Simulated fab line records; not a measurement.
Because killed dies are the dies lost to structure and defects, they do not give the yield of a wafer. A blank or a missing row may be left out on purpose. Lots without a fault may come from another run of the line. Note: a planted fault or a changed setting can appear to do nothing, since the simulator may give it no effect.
Which tool was responsible?    flow nand_harc    Sampling: 6 lots, 18 wafers, 4 of 1302 route steps

## WHAT EACH GAUGE READ, for each wafer
NHARC_A_M1_THK_MEAS_24: measures by xrf.
lot   measured      on             thk_nm (nm)
L983  day 24 08:14  film_metro-01  156.9 155.3 154.1
L988  day 25 16:20  film_metro-02  154.8 156.8 154.9
L989  day 26 01:37  film_metro-02  157.1 155.5 153.2
L992  day 27 23:48  film_metro-01  154.6 157.3 153.2
L994  day 29 00:57  film_metro-02  153.7 157.1 154.1
L102  day 32 01:45  film_metro-01  30.7 30.1 30.4 30.3 29.6 28.9

## EACH LOT AND THE TOOL THAT RAN IT (in order: tool; ch and the chambers of the sampled wafers; start)
lot   NHARC_A_M0_PRE_CLEAN_31          NHARC_A_M1_ECD_22               NHARC_A_M1_CMP_23
L983  pecvd-01 ch 0,1,2, day 24 04:28  ecd_cu-01 ch 0,1, day 24 07:12  cmp-02 ch 0,2,3, day 24 07:56
L988  pecvd-04 ch 1, day 25 12:05      ecd_cu-01 ch 1, day 25 15:20    cmp-04 ch 1,3, day 25 16:01
L989  pecvd-01 ch 0,1,2, day 25 21:48  ecd_cu-01 ch 0,1, day 26 00:34  cmp-02 ch 1,3, day 26 01:17
L992  pecvd-01 ch 0,2, day 27 20:01    ecd_cu-01 ch 0,1, day 27 22:49  cmp-01 ch 0,1,2, day 27 23:32
L994  pecvd-02 ch 0,2, day 28 17:15    ecd_cu-02 ch 0,1, day 28 23:58  cmp-02 ch 0,1,2, day 29 00:38
L102  pecvd-02 ch 0,1,2, day 31 21:49  ecd_cu-02 ch 0,1, day 32 00:43  cmp-01 ch 1,2, day 32 01:26
- NHARC_A_M0_PRE_CLEAN_31: time 12 s.
- NHARC_A_M1_ECD_22: material Cu, target thk 400 nm.
- NHARC_A_M1_CMP_23: polishes, t overpolish 20 s, target thk 154.34 nm.

## THE ANSWER, worked out from the rows above alone
Rule: the lots themselves supply what counts as usual. Put in order of their means at a reading, lots are off if they are a third of the lots or fewer, leave a main group of 4 or more, and stand apart from it by a gap of 3 or more times the standard deviation of the main group's means; of several such gaps the widest counts. The tables above print the reading to a certain number of digits; a main group whose means all agree to those digits is not used. Also off: a lot with no number at a reading for which 4 or more lots have one. Any other lot the step has rows for is counted as sound.
Off, at NHARC_A_M1_THK_MEAS_24 on thk_nm: L102. The main group: mean 155.2 nm, standard deviation 0.21.
A tool fits if, at a process step before that reading, it ran every lot that is off, and no sound lot after the first of them. Gauges at NHARC_A_M1_THK_MEAS_24: tried the same way as those tools. Can't be told from this: 4 tools fit, pecvd-02 at NHARC_A_M0_PRE_CLEAN_31, ecd_cu-02 at NHARC_A_M1_ECD_22, cmp-01 at NHARC_A_M1_CMP_23, film_metro-01 at NHARC_A_M1_THK_MEAS_24.

## WHAT THE SIMULATOR PUT IN
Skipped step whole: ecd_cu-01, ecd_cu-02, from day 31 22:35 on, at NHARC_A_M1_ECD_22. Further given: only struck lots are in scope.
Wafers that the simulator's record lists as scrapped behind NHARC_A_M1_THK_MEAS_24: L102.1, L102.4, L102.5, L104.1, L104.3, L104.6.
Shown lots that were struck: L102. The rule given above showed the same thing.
